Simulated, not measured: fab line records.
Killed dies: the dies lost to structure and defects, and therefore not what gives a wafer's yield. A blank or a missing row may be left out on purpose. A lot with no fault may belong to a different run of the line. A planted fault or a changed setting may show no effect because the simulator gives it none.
Matching of chambers / flow n5Finfet / N5_ZERO_LAYER_PECVD_02 on pecvd-02: 3 sister chambers
The step deposits SiO2 from SiH4/N2O, target thk 10 nm, time 6 s. 3 wafers are shown with their chamber, then 10 later ones without.

== EACH WAFER AND ITS CHAMBER ==
wafer=L089.4; chamber=2; showerheadPlenumPTorr (Torr)=8.00
wafer=L091.1; chamber=1; showerheadPlenumPTorr (Torr)=8.27
wafer=L092.5; chamber=0; showerheadPlenumPTorr (Torr)=8.10

== WAFERS MISSING THEIR CHAMBER ==
wafer=L092.6; showerheadPlenumPTorr (Torr)=8.25
wafer=L094.1; showerheadPlenumPTorr (Torr)=8.02
wafer=L094.4; showerheadPlenumPTorr (Torr)=8.06
wafer=L094.6; showerheadPlenumPTorr (Torr)=8.00
wafer=L095.1; showerheadPlenumPTorr (Torr)=8.24
wafer=L095.3; showerheadPlenumPTorr (Torr)=8.08
wafer=L095.4; showerheadPlenumPTorr (Torr)=8.00
wafer=L096.2; showerheadPlenumPTorr (Torr)=7.99
wafer=L096.4; showerheadPlenumPTorr (Torr)=8.25
wafer=L096.6; showerheadPlenumPTorr (Torr)=8.07

== WHICH CHAMBER EACH WENT THROUGH ==
wafer=L092.6; from the rows above=1; in truth=1
wafer=L094.1; from the rows above=2; in truth=2
wafer=L094.4; from the rows above=can't be placed: 0 or 2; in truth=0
wafer=L094.6; from the rows above=2; in truth=2
wafer=L095.1; from the rows above=1; in truth=1
wafer=L095.3; from the rows above=0; in truth=0
wafer=L095.4; from the rows above=2; in truth=2
wafer=L096.2; from the rows above=2; in truth=2
wafer=L096.4; from the rows above=1; in truth=1
wafer=L096.6; from the rows above=can't be placed: 0 or 2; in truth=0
Placed correctly: 8 of 10. These rows do not allow placing 2 (true chamber among the candidates in 2). Placed wrongly: 0.
How it was worked out, from the rows above alone: a wafer's distance from a chamber is the root of the sum, over the readings, of the square of ((its reading less the chamber's mean) divided by the reading's scatter). The wafer belongs to the nearest chamber; if the next one is less than 2 further off, it can't be placed. The mean given for a chamber averages the wafers shown for that chamber. The scatter: with one shown wafer a chamber, the root of the mean of the squares of how far each hidden wafer lies from its nearest shown one.
